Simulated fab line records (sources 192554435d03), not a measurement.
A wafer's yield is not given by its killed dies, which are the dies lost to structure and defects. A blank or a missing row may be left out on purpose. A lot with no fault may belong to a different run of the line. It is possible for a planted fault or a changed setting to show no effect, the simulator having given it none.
A struck lot beside a sound one | flow n5 finfet | 14 out of 1938 route steps
Sound: these wafers, L214.3, L214.5, L214.6. The struck wafers were L208.2, L208.5, L208.6. The cause is named last.
Per side, at each step with rows, come the tool, then ch with its chambers, and then its first start. Under that, the readings that differ: sound wafers | struck wafers | difference of the means | sigmas: that difference in standard deviations of wafers without a fault.
alike: readings whose means differ by less than 2 such deviations, and words and numbers that are the same on both sides. not compared: withheld readings, readings that some wafer has no value for, bounds like >300 that may hide the same value, and numbers for which the record gives no deviation and whose values overlap.
A row with sigmas, a row that says differs or no value, or rows on one side alone: a step with any of these is where the two part. Numbers that don't overlap but have no deviation are shown without sigmas and don't part them. A reading that every wafer of one side lacks parts them only if that side has two wafers or more.

N5_ILD0_ALD_15: deposits SiNx, target thk 24 nm, pulse time 1 s, ald cycles 480.
  sound on ald sin-04 ch 0,3, day 8 01:30; struck on ald sin-03 ch 0,2,3, day 6 18:26
  reading            | sound       | struck      | difference | sigmas
  heater power w (W) | 643 692 630 | 890 899 932 | +252       | +3
  alike: precursor pulse height rel
N5_ILD0_CMP_12: polishes SiNx, stops on poly-Si, t overpolish 6 s, target thk 17.67 nm.
  sound on cmp-04 ch 1,2, day 8 03:44; struck on cmp-02 ch 1,2,3, day 6 20:43
  alike: motor current A, overpolish run s, time to endpoint s
N5_ILD0_THK_MEAS_13:
  sound on film metro-02 at day 8 04:00; struck on film metro-02 at day 6 20:56
  alike: thk nm
N5_ILD0_INSPECT_06: inspects for defects (darkfield).
  sound on defect inspect-02 at day 8 04:02; struck on defect inspect-02 at day 6 20:58
  alike: raw defect count
N5_SDB_HM_DEP_00: deposits SiNx from SiH4/NH3/N2, target thk 40 nm, time 35.3 s.
  sound on pecvd-01 ch 0,1,2, day 8 04:04; struck on pecvd-01 ch 0,1,2, day 6 21:00
  alike: heater power w, showerhead plenum p Torr, throttle valve pct
then, 7 steps without rows for these wafers: N5_SDB_COAT_03 (time 60 s, resist thk 100 nm); N5_SDB_COAT_04 (time 60 s, resist thk 18 nm); N5_SDB_COAT_05 (resist thk 90 nm); N5_SDB_EBR_07; N5_SDB_SOFTBAKE_06 (time 60 s); N5_SDB_EXPOSE_08 (exposes mask SDB); N5_SDB_PEB_09 (peb time 60 s).
N5_SDB_DEVELOP_10: develop time 30 s.
  struck on litho track-05, day 6 21:16; sound on litho track-03 ch 0, day 8 04:20
  no value came back on the struck wafers for chill plate temp C (C), develop time s (s); on the sound wafers chill plate temp C (C) reads 23.13 23.12 23.27
  reading                                  | sound          | struck     | difference | sigmas
  model.CAR-ArF_of_SDB_COAT_05.thk nm (nm) | 88.6 88.2 88.8 | 90 90 90.2 | +2         |
N5_SDB_CD_MEAS_11 targets a cd of 50 nm.
  sound on cd sem-03 ch 0, day 8 04:23; struck on cd sem-01 ch 0, day 6 21:19
  reading    | sound          | struck | difference                    | sigmas
  cd nm (nm) | 51.1 51.6 51.1 | - - -  | no value on the struck wafers |

== WHERE THEY PART ==
Earliest at N5_ILD0_ALD_15; latest, in this record, at N5_SDB_CD_MEAS_11.

WHY: whatever the simulator had introduced
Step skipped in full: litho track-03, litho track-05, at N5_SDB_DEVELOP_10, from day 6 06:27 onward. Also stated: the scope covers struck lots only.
